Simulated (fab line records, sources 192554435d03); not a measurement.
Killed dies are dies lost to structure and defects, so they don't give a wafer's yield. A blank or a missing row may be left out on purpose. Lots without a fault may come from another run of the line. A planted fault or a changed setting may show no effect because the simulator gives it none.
Chamber matching | flow n5_finfet | N5_BEOL_M4_ETCH_70 on rie_diel-03: 4 sister chambers
The step etches SOC in N2/H2, target depth 80 nm, overetch 24 nm, time 130 s. 22 wafers are shown with their chamber, then 11 later ones without.

WAFERS WITH THEIR CHAMBER
wafer  | chamber | showerhead_plenum_p_Torr (Torr) | oes_product_au (a.u.) | throttle_valve_pct (%)
L076.1 | 1       | 2.61                            | 0.72                  | 17.82
L076.4 | 0       | 2.45                            | 0.60                  | 17.65
L076.6 | 3       | 2.48                            | 0.65                  | 17.68
L075.1 | 0       | 2.45                            | 0.60                  | 17.68
L075.3 | 1       | 2.61                            | 0.72                  | 17.81
L075.6 | 1       | 2.61                            | 0.72                  | 17.83
L077.2 | 3       | 2.48                            | 0.64                  | 17.69
L077.3 | 2       | 2.44                            | 0.53                  | 17.97
L077.5 | 2       | 2.44                            | 0.54                  | 17.98
L079.2 | 1       | 2.60                            | 0.69                  | 17.82
L079.4 | 0       | 2.45                            | 0.59                  | 17.69
L079.6 | 1       | 2.60                            | 0.70                  | 17.85
L081.3 | 0       | 2.45                            | 0.58                  | 17.71
L081.5 | 2       | 2.44                            | 0.54                  | 17.98
L081.6 | 3       | 2.48                            | 0.64                  | 17.70
L082.1 | 1       | 2.60                            | 0.69                  | 17.86
L082.2 | 3       | 2.48                            | 0.64                  | 17.71
L082.5 | 2       | 2.44                            | 0.54                  | 17.99
L087.1 | 1       | 2.60                            | 0.67                  | 17.90
L087.5 | 3       | 2.47                            | 0.63                  | 17.72
L087.6 | 2       | 2.43                            | 0.53                  | 18.03
L089.2 | 0       | 2.44                            | 0.58                  | 17.72

SIGNATURES (means of the wafers above)
reading                  | chamber 0 | chamber 1 | chamber 2 | chamber 3 | scatter within a chamber
showerhead_plenum_p_Torr | 2.4480    | 2.6043    | 2.4380    | 2.4780    | 0.00478
oes_product_au           | 0.5900    | 0.7014    | 0.5360    | 0.6400    | 0.0129
throttle_valve_pct       | 17.6900   | 17.8414   | 17.9900   | 17.7000   | 0.0259
Rule: a wafer's distance from a chamber is the root of the sum, over the readings, of the square of ((its reading less the chamber's mean) divided by the reading's scatter). The wafer belongs to the nearest chamber; if the next one is less than 2 further off, it can't be placed. The scatter: the root of (the sum of the squares of (reading less its chamber's mean) over the shown wafers, divided by (wafers less chambers)).

WAFERS WITHOUT THEIR CHAMBER
wafer  | showerhead_plenum_p_Torr (Torr) | oes_product_au (a.u.) | throttle_valve_pct (%)
L089.5 | 2.47                            | 0.62                  | 17.74
L089.6 | 2.43                            | 0.52                  | 18.02
L090.1 | 2.44                            | 0.57                  | 17.72
L090.3 | 2.43                            | 0.53                  | 18.02
L090.4 | 2.59                            | 0.66                  | 17.87
L091.1 | 2.47                            | 0.61                  | 17.72
L091.2 | 2.59                            | 0.65                  | 17.90
L091.6 | 2.43                            | 0.52                  | 18.02
L095.1 | 2.59                            | 0.64                  | 17.90
L095.2 | 2.43                            | 0.56                  | 17.74
L095.6 | 2.59                            | 0.64                  | 17.91

WHICH CHAMBER EACH WENT THROUGH
wafer  | from the rows above | in truth
L089.5 | 3                   | 3
L089.6 | 2                   | 2
L090.1 | 0                   | 0
L090.3 | 2                   | 2
L090.4 | 1                   | 1
L091.1 | 3                   | 3
L091.2 | 1                   | 1
L091.6 | 2                   | 2
L095.1 | 1                   | 1
L095.2 | 0                   | 0
L095.6 | 1                   | 1
Placed correctly: 11 of 11. Can't be placed from these rows: 0. Placed wrongly: 0.
